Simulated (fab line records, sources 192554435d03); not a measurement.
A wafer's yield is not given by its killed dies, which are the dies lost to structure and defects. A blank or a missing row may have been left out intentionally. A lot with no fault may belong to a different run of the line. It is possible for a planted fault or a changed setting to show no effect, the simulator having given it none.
Split-lot trial | flow n5 finfet | 7 lots, 39 wafers read, on a route of 1938 steps

## ON THE SPLIT
At N5_SD_EPI_N_EPI_21 (deposits Si:P, time 690 s), the setting time s was moved away from the recipe's 690 s on 12 of the 39 wafers read, by -18.2% to +9.1%. The other wafers ran this setting at the recipe's value.

## FROM THE SPLIT TO THE READING: what the file shows between them, 5 steps
- N5_SD_EPI_N_EPI_MEAS_23
- N5_SD_EPI_N_PRECLEAN_24: cleans in O3/DIW, time 60 s
- N5_SD_EPI_N_SRD_25: time 30 s
- N5_SD_ACTIVATION_RTA_00: time 0 s
- N5_SD_ACTIVATION_LSA_01: time 0.0008 s

## THE READING
RS_SD_N in ohm/sq, measured at N5_SD_ACTIVATION_RS_MEAS_03 by four-point-probe. Fault-free wafers of this fab line usually give 21.93 ohm/sq, standard deviation 0.26 ohm/sq.

wafer  | tool, chamber at the split | time s as run, s | against the recipe | RS_SD_N, ohm/sq | against lot-mates on the recipe
L074.1 | epi rpcvd-03, 0            | 690              | recipe             | 22.43           | -
L074.2 | epi rpcvd-03, 0            | 690              | recipe             | 22.15           | -
L074.3 | epi rpcvd-03, 0            | 612.3            | -11.3%             | 24.12           | +1.83
L074.4 | epi rpcvd-03, 0            | 690              | recipe             | 22.30           | -
L074.5 | epi rpcvd-03, 0            | 612.3            | -11.3%             | 23.83           | +1.54
L074.6 | epi rpcvd-03, 0            | 612.3            | -11.3%             | 24.09           | +1.80
L075.1 | epi rpcvd-03, 0            | 690              | recipe             | 21.94           | -
L075.3 | epi rpcvd-03, 0            | 690              | recipe             | 21.48           | -
L075.5 | epi rpcvd-03, 0            | 690              | recipe             | 21.85           | -
L081.1 | epi rpcvd-02, 0            | 690              | recipe             | 21.67           | -
L081.2 | epi rpcvd-02, 0            | 564.6            | -18.2%             | 25.09           | +3.40
L081.3 | epi rpcvd-02, 0            | 564.6            | -18.2%             | 24.86           | +3.17
L081.4 | epi rpcvd-02, 0            | 690              | recipe             | 21.69           | -
L081.5 | epi rpcvd-02, 0            | 690              | recipe             | 21.71           | -
L081.6 | epi rpcvd-02, 0            | 564.6            | -18.2%             | 24.88           | +3.19
L084.1 | epi rpcvd-02, 0            | 690              | recipe             | 21.48           | -
L084.2 | epi rpcvd-02, 0            | 690              | recipe             | 21.88           | -
L084.3 | epi rpcvd-02, 0            | 690              | recipe             | 21.84           | -
L084.4 | epi rpcvd-02, 0            | 690              | recipe             | 21.67           | -
L084.5 | epi rpcvd-02, 0            | 690              | recipe             | 21.61           | -
L084.6 | epi rpcvd-02, 0            | 690              | recipe             | 22.00           | -
L090.1 | epi rpcvd-03, 0            | 690              | recipe             | 22.16           | -
L090.2 | epi rpcvd-03, 0            | 690              | recipe             | 22.05           | -
L090.3 | epi rpcvd-03, 0            | 690              | recipe             | 21.62           | -
L090.4 | epi rpcvd-03, 0            | 690              | recipe             | 21.81           | -
L090.5 | epi rpcvd-03, 0            | 690              | recipe             | 21.83           | -
L090.6 | epi rpcvd-03, 0            | 690              | recipe             | 22.25           | -
L093.1 | epi rpcvd-03, 0            | 752.9            | +9.1%              | 20.59           | -1.28
L093.2 | epi rpcvd-03, 0            | 752.9            | +9.1%              | 20.53           | -1.34
L093.3 | epi rpcvd-03, 0            | 690              | recipe             | 21.89           | -
L093.4 | epi rpcvd-03, 0            | 690              | recipe             | 21.92           | -
L093.5 | epi rpcvd-03, 0            | 752.9            | +9.1%              | 20.34           | -1.53
L093.6 | epi rpcvd-03, 0            | 690              | recipe             | 21.81           | -
L094.1 | epi rpcvd-03, 0            | 609.8            | -11.6%             | 23.47           | +1.68
L094.2 | epi rpcvd-03, 0            | 690              | recipe             | 21.74           | -
L094.3 | epi rpcvd-03, 0            | 690              | recipe             | 21.88           | -
L094.4 | epi rpcvd-03, 0            | 609.8            | -11.6%             | 23.69           | +1.90
L094.5 | epi rpcvd-03, 0            | 690              | recipe             | 21.74           | -
L094.6 | epi rpcvd-03, 0            | 609.8            | -11.6%             | 23.55           | +1.76

THE FIT
A straight line over all 39 wafers: RS_SD_N changes by -0.166 ohm/sq for each +1% of time s; r = -0.98; the points scatter about the line by 0.24 ohm/sq.
The same after taking each lot's own level away (the mean of its wafers on the recipe; 39 wafers): -0.165 ohm/sq for each +1%; r = -0.99; scatter 0.18 ohm/sq.
Per that fit: largest time s move, reading shift of 3 ohm/sq.
The lots' own levels span 21.690 to 22.293 ohm/sq, that is 2.3 times the standard deviation above.
Hence the lot-to-lot level has little effect on the slope; both slopes agree.
Check: with one of the wafers moved furthest among these (-18.2%) left out of the fit, the line predicts +2.94 ohm/sq for it against its lot-mates. It came out at +3.4 ohm/sq against them.

## ADDITIONAL SPLITS CARRIED BY THESE WAFERS
Other splits were also applied to these wafers ahead of the reading. Each is held against what the fit with the lots' levels taken away leaves over:
other split on the same wafers | wafers away from the commonest value | r with RS_SD_N (lot level and that fit taken away)
N5_DUMMY_GATE_ETCH_32 time s   | 18                                   | +0.16

## THE WHOLE CHAIN: every reading that the file lists as answering this split, in the file's order
step                        | what it does                 | reading                                                                         | change (the file's fit)              | r (the file's)
N5_SD_EPI_N_EPI_21          | deposits Si:P, time 690 s    | Si-P_of_SD_EPI_N_EPI_21.thk nm (the simulator's own value, which no gauge read) | +0.41 nm for each +1% of the setting | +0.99
N5_SD_EPI_N_EPI_MEAS_23     |                              | thk nm                                                                          | withheld for each +1% of the setting | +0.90
N5_SD_ACTIVATION_RS_MEAS_03 | measures by four-point-probe | RS_SD_N                                                                         | -0.166 for each +1% of the setting   | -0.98

## THE FILE'S OWN FIT
RS_SD_N changes by -0.166 ohm/sq for each +1% of time s, r = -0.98.
